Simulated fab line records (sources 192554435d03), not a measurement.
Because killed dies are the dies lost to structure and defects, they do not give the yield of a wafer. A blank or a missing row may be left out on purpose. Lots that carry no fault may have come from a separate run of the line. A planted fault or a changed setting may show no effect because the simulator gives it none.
Split-lot trial    flow n5-finfet    21 wafers read across 7 lots, on a route 1938 steps long

ON THE SPLIT
At N5_BEOL_M6_TRENCH_ETCH_37 (etches SiCOH lowk in C4F6/O2, target depth 94.435 nm, time 31.5 s), the setting bias-w was moved away from the recipe's 185 W on 8 of the 21 wafers read, by -17.2% to +17.4%. For the rest of the wafers, this setting stayed at what the recipe calls for.

The reading is taken at the split's own step.

THE READING
rf-vpp-V, in V, at N5_BEOL_M6_TRENCH_ETCH_37 (etches SiCOH lowk in C4F6/O2, target depth 94.435 nm, time 31.5 s). Fault-free wafers of this fab line usually give 673 V, standard deviation 16 V.

wafer   tool, chamber at the split  bias-w as run, W  against the recipe  rf-vpp-V, V  against lot-mates on the recipe
L074.1  rie-diel-05, 0              185               recipe              677          -
L074.2  rie-diel-05, 1              185               recipe              693          -
L074.5  rie-diel-05, 1              166.1             -10.2%              635          -50
L079.1  rie-diel-03, 2              185               recipe              666          -
L079.2  rie-diel-03, 1              217.2             +17.4%              768          +103
L079.6  rie-diel-03, 2              185               recipe              664          -
L078.1  rie-diel-05, 1              185               recipe              692          -
L078.3  rie-diel-05, 2              165.8             -10.4%              634          -58
L078.4  rie-diel-05, 0              165.8             -10.4%              621          -71
L080.4  rie-diel-05, 0              185               recipe              677          -
L080.5  rie-diel-05, 0              185               recipe              678          -
L080.6  rie-diel-05, 1              172.3             -6.9%               656          -22
L084.2  rie-diel-01, 2              185               recipe              654          -
L084.3  rie-diel-01, 0              185               recipe              654          -
L084.4  rie-diel-01, 1              185               recipe              673          -
L089.2  rie-diel-01, 2              153.2             -17.2%              562          -91
L089.3  rie-diel-01, 0              153.2             -17.2%              564          -89
L089.4  rie-diel-01, 2              185               recipe              653          -
L091.1  rie-diel-05, 3              185               recipe              684          -
L091.2  rie-diel-05, 1              168.7             -8.8%               644          -44
L091.6  rie-diel-05, 1              185               recipe              691          -

FIT RESULTS
A straight line over all 21 wafers: rf-vpp-V changes by +5.46 V for each +1% of bias-w; r = +0.94; the points scatter about the line by 15 V.
The same after taking each lot's own level away (the mean of its wafers on the recipe; 21 wafers): +5.49 V for each +1%; r = +0.99; scatter 7.2 V.
According to that fit, moving bias-w by its largest amount changes the reading by 96 V.
Across the lots, their own levels run from 653.0 to 692.0 V, a range of 2.4 times the standard deviation given above.
The two slopes are in agreement: the lot-to-lot level therefore moves the slope only a little.
Check: with one of the wafers moved furthest among these (+17.4%) left out of the fit, the line predicts +92.8 V for it against its lot-mates. Against them it came out at +103 V.
Tool readings at the split's step, against how far the setting was moved: rf-vpp-V r = +0.94.

THE OTHER SPLITS THESE WAFERS WENT THROUGH
These wafers also went through other splits before the reading. Each is held against what the fit with the lots' levels taken away leaves over:
other split on the same wafers  wafers away from the commonest value  r with rf-vpp-V (lot level and that fit taken away)
N5_BEOL_M3_COAT_22 spin-rpm     7                                     +0.15
N5_BEOL_M3_DEP_57 time-s        6                                     -0.44
N5_BEOL_M4_ILD_DEP_00 time-s    6                                     +0.00
N5_BEOL_M5_ILD_DEP_00 time-s    7                                     +0.09
N5_BEOL_M5_COAT_05 spin-rpm     4                                     +0.16
N5_BEOL_M5_ETCH_41 source-w     9                                     -0.30

FILE'S OWN FIT
rf-vpp-V changes by +5.41 V for each +1% of bias-w, r = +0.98.
